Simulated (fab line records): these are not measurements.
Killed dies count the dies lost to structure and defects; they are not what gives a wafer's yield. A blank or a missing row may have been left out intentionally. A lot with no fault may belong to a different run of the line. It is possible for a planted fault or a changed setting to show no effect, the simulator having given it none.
The tool behind it: which one? -- flow n5 finfet -- 10 lots with 30 wafers sampled at 3 steps, on a route of 1938 steps

## WHAT THE GAUGES READ, wafer by wafer
N5_BEOL_M7_THK_MEAS_01.
lot,measured,on,M7_ILD_THK (nm)
L221,day 9 01:26,film metro-02,153.1 155.4 156.5
L222,day 9 04:38,film metro-01,155.3 156.1 158.2
L230,day 11 11:34,film metro-01,164.5 164.3 166.5
L231,day 11 15:08,film metro-01,164.8 166.7 169.0
L232,day 11 20:07,film metro-02,154.2 156.8 158.1
L234,day 12 03:44,film metro-01,152.9 156.0 157.2
L237,day 12 18:07,film metro-02,153.3 159.0 155.6
L243,day 14 08:06,film metro-02,151.8 152.3 154.4
L240,day 14 09:22,film metro-02,151.1 153.7 156.5
L242,day 15 07:28,film metro-02,152.0 154.0 158.9

## TOOL THAT RAN EACH LOT (tool first, then ch and the chambers of the sampled wafers, then the start)
lot,N5_BEOL_M6_SPUTTER_48,N5_BEOL_M7_ILD_DEP_00
L221,"pvd sputter-01, day 8 23:43","pecvd-02 ch 0,1, day 9 00:49"
L222,"pvd sputter-03, day 9 03:03","pecvd-03 ch 0,2, day 9 04:03"
L230,"pvd sputter-01, day 11 10:00","pecvd-03 ch 0,1,2, day 11 11:00"
L231,"pvd sputter-01, day 11 13:33","pecvd-03 ch 0,1, day 11 14:34"
L232,"pvd sputter-01, day 11 18:32","pecvd-01 ch 0,1,2, day 11 19:32"
L234,"pvd sputter-03, day 12 02:10","pecvd-01 ch 1,2, day 12 03:10"
L237,"pvd sputter-01, day 12 16:31","pecvd-02 ch 0,1,2, day 12 17:32"
L243,"pvd sputter-03, day 14 06:32","pecvd-02 ch 0,1, day 14 07:32"
L240,"pvd sputter-03, day 14 07:26","pecvd-02 ch 0,2, day 14 08:48"
L242,"pvd sputter-02, day 15 05:43","pecvd-01 ch 0,2, day 15 06:53"
- N5_BEOL_M6_SPUTTER_48: material Cu, target thk 10 nm, time 1.667 s.
- N5_BEOL_M7_ILD_DEP_00: deposits SiCOH lowk from DEMS/porogen, target thk 179.75 nm, time 33.4 s.

## THE ANSWER, worked out from the rows above alone
Rule: what is usual is taken from the lots themselves. Put in order of their means at a reading, lots are off if they are a third of the lots or fewer, leave a main group of 4 or more, and stand apart from it by a gap of 3 or more times the standard deviation of the main group's means; of several such gaps the widest counts. Not used: any main group whose means are identical at the precision the tables above print for the reading. Also off: a lot with no number at a reading for which 4 or more lots have one. Any other lot the step has rows for is counted as sound.
Off: L230, L231, at N5_BEOL_M7_THK_MEAS_01 (M7_ILD_THK). The main group: mean 155.1 nm, standard deviation 1.2.
A tool fits if, at a process step before that reading, it ran every lot that is off, and no sound lot after the first of them. Those tools and the gauges at N5_BEOL_M7_THK_MEAS_01 are tried in the same way. One candidate fits, namely pecvd-03 at N5_BEOL_M7_ILD_DEP_00. A fault onset in the window from L222 (day 9 04:03, its last sound lot) to L230 (day 11 11:00, its first lot off) fits.

## WHAT THE SIMULATOR HAD PUT IN
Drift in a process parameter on pecvd-03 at N5_BEOL_M7_ILD_DEP_00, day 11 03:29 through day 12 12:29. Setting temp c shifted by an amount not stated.
Shown lots that were struck: L230, L231. The same result came from the rule above.
